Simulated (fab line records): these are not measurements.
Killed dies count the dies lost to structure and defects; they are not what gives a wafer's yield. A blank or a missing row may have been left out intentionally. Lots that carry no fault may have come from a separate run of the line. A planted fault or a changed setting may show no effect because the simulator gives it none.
One fault through the eyes of 2 desks || flow nandHarc || every desk sees just its own numbers, and what lay behind them comes last

== THE DEFECT DESK ==
Counts from the inspections along the route, per lot, as means over the sampled wafers that have a number. Marked OUT: a lot whose mean sits more than 4 standard deviations from the usual mean, which makes it out of limits; the brackets give that distance.
Columns: A = rawDefectCount at NHARC_A_CONTACT_INSPECT_23, usual 511
{"lot": "L184", "first seen here": "day 23 02:17", "A": 368}
{"lot": "L186", "first seen here": "day 23 09:16", "A": 634}
{"lot": "L187", "first seen here": "day 23 11:25", "A": 398}
{"lot": "L190", "first seen here": "day 25 09:57", "A": 460}
{"lot": "L189", "first seen here": "day 25 12:35", "A": 673}
{"lot": "L192", "first seen here": "day 26 08:56", "A": 492}
{"lot": "L194", "first seen here": "day 26 16:58", "A": 483}
{"lot": "L195", "first seen here": "day 26 19:55", "A": 559}
{"lot": "L200", "first seen here": "day 29 07:51", "A": 533}
{"lot": "L201", "first seen here": "day 30 05:43", "A": 454}
{"lot": "L204", "first seen here": "day 30 12:48", "A": 778}
{"lot": "L205", "first seen here": "day 30 21:41", "A": 388}
{"lot": "L206", "first seen here": "day 31 17:19", "A": 493}
This desk's finding: nothing out of limits on any of the 13 lots.

== DESK OF THE TOOL OWNER: rieDiel-10 ==
The tool's own readings at NHARC_A_BLC_ETCH_17 (etches the open film in N2/H2, target depth 390 nm, time 609.38 s): means of the sampled wafers that have a number, for each lot that ran on this tool. Marked OUT: a lot whose mean sits more than 4 standard deviations from the usual mean, which makes it out of limits; the brackets give that distance.
Columns: A = drypumpMotorCurrentA at NHARC_A_BLC_ETCH_17, usual 5.8 A; B = mfcArSccm at NHARC_A_BLC_ETCH_17, usual 0.007 sccm; C = oesProductAu at NHARC_A_BLC_ETCH_17, usual 1.003 a.u.; D = rfVppV at NHARC_A_BLC_ETCH_17, usual 430 V; E = runLengthS at NHARC_A_BLC_ETCH_17, usual 630.7 s; F = showerheadPlenumPTorr at NHARC_A_BLC_ETCH_17, usual 2.03 Torr; G = throttleValvePct at NHARC_A_BLC_ETCH_17, usual 14.171 %
{"lot": "L187", "first seen here": "day 23 12:17", "A": 6.0, "B": 0.005, "C": 0.996, "D": 432, "E": 630.6, "F": 2.09, "G": 14.163}
{"lot": "L190", "first seen here": "day 25 10:52", "A": 5.6, "B": 0.000, "C": 1.004, "D": 435, "E": "585.5 (-81) OUT", "F": 2.20, "G": 14.155}
{"lot": "L189", "first seen here": "day 25 13:28", "A": 6.0, "B": 0.005, "C": 1.005, "D": 432, "E": "615.5 (-27) OUT", "F": 2.09, "G": 14.164}
{"lot": "L192", "first seen here": "day 26 09:50", "A": 5.6, "B": 0.000, "C": 0.998, "D": 437, "E": "585.2 (-81) OUT", "F": 2.19, "G": 14.159}
Finding of this desk: L189, L190, L192 out of limits; the first was L190 at day 25 10:52, on runLengthS at NHARC_A_BLC_ETCH_17. Within limits: L187.

== TAKEN TOGETHER ==
At day 25 10:52, on L189, L190, L192, the tool owner's desk was in a position to raise an alarm.
Nothing the defect desk looked at was out of limits.
The defect desk has L189, L190, L192 on record, within its limits.
NHARC_A_BLC_ETCH_17 was run on rieDiel-10 by each of the lots named.

== WHAT THE SIMULATOR HAD PUT IN ==
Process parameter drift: rieDiel-10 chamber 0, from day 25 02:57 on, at NHARC_A_BLC_ETCH_17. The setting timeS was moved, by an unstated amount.
Lots struck among those shown: L189, L190, L192.
Hours from the fault's start to each desk's first reading out of limits: the tool owner's desk, 8.
